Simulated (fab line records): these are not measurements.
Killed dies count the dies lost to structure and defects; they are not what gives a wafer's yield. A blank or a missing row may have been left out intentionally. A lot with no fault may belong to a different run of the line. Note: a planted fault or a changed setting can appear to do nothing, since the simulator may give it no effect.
Split-lot experiment + flow n5Finfet + on a route of 1938 steps: 7 lots, 21 wafers read

== SPLIT DETAILS ==
At N5_PASSIVATION_VIA_ETCH_13 (etches SiO2 in CHF3/O2, target depth 660 nm, time 330 s), the setting biasW was moved away from the recipe's 170 W on 2 of the 21 wafers read, by -9.5% to +7.6%. The other wafers ran this setting at the recipe's value.

The split's own step is where the reading is taken.

== THE READING ==
rfVppV, in V, at N5_PASSIVATION_VIA_ETCH_13 (etches SiO2 in CHF3/O2, target depth 660 nm, time 330 s). On this fab line, fault-free wafers typically give 524 V with a standard deviation of 8.1 V.

| wafer  | tool, chamber at the split | biasW as run, W | against the recipe | rfVppV, V | against lot-mates on the recipe |
|--------|----------------------------|-----------------|--------------------|-----------|---------------------------------|
| L074.1 | rieDiel-01, 1              | 170             | recipe             | 526       | -                               |
| L074.4 | rieDiel-01, 2              | 182.9           | +7.6%              | 554       | +28                             |
| L074.5 | rieDiel-01, 1              | 170             | recipe             | 527       | -                               |
| L080.2 | rieDiel-06, 3              | 170             | recipe             | 519       | -                               |
| L080.3 | rieDiel-06, 2              | 170             | recipe             | 524       | -                               |
| L080.6 | rieDiel-06, 1              | 170             | recipe             | 529       | -                               |
| L088.1 | rieDiel-04, 3              | 153.9           | -9.5%              | 480       | -55                             |
| L088.3 | rieDiel-04, 1              | 170             | recipe             | 533       | -                               |
| L088.4 | rieDiel-04, 0              | 170             | recipe             | 537       | -                               |
| L089.2 | rieDiel-06, 3              | 170             | recipe             | 518       | -                               |
| L089.4 | rieDiel-06, 1              | 170             | recipe             | 529       | -                               |
| L089.5 | rieDiel-06, 2              | 170             | recipe             | 525       | -                               |
| L091.1 | rieDiel-06, 2              | 170             | recipe             | 523       | -                               |
| L091.2 | rieDiel-06, 1              | 170             | recipe             | 530       | -                               |
| L091.4 | rieDiel-06, 3              | 170             | recipe             | 519       | -                               |
| L090.1 | rieDiel-04, 3              | 170             | recipe             | 521       | -                               |
| L090.4 | rieDiel-04, 0              | 170             | recipe             | 536       | -                               |
| L090.6 | rieDiel-04, 2              | 170             | recipe             | 510       | -                               |
| L095.2 | rieDiel-06, 3              | 170             | recipe             | 520       | -                               |
| L095.4 | rieDiel-06, 1              | 170             | recipe             | 528       | -                               |
| L095.5 | rieDiel-06, 0              | 170             | recipe             | 518       | -                               |

FIT RESULTS
A straight line over all 21 wafers: rfVppV changes by +4.38 V for each +1% of biasW; r = +0.87; the points scatter about the line by 6.8 V.
The same after taking each lot's own level away (the mean of its wafers on the recipe; 21 wafers): +4.94 V for each +1%; r = +0.91; scatter 6.2 V.
That fit puts the effect of the largest move of biasW on the reading at 47 V.
The span of the lots' own levels, 522.0 to 535.0 V, comes to 1.6 times the standard deviation stated above.
Hence the slope depends on the lot-to-lot level, as the two fits are not the same.
Check: -34.3 V against its lot-mates is what the line predicts for one of the wafers moved furthest among these (-9.5%) when that wafer is left out of the fit. Against them it came out at -55 V.
Tool readings at the split's step, against how far the setting was moved: rfVppV r = +0.87.

== THESE WAFERS: OTHER SPLITS ==
These wafers also went through other splits before the reading. Each is held against what the fit with the lots' levels taken away leaves over:
| other split on the same wafers | wafers away from the commonest value | r with rfVppV (lot level and that fit taken away) |
|--------------------------------|--------------------------------------|---------------------------------------------------|
| N5_BEOL_M11_DESCUM_16 timeS    | 9                                    | +0.46                                             |
| N5_BEOL_M12_SPUTTER_43 powerW  | 4                                    | -0.28                                             |
| N5_BEOL_M13_ETCH_67 biasW      | 7                                    | -0.09                                             |
| N5_BEOL_M14_SPUTTER_43 timeS   | 9                                    | -0.19                                             |
| N5_BEOL_M14_DEP_53 timeS       | 6                                    | -0.12                                             |
| N5_PASSIVATION_PECVD_00 timeS  | 7                                    | +0.38                                             |

== FILE'S OWN FIT ==
rfVppV changes by +4.92 V for each +1% of biasW, r = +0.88.
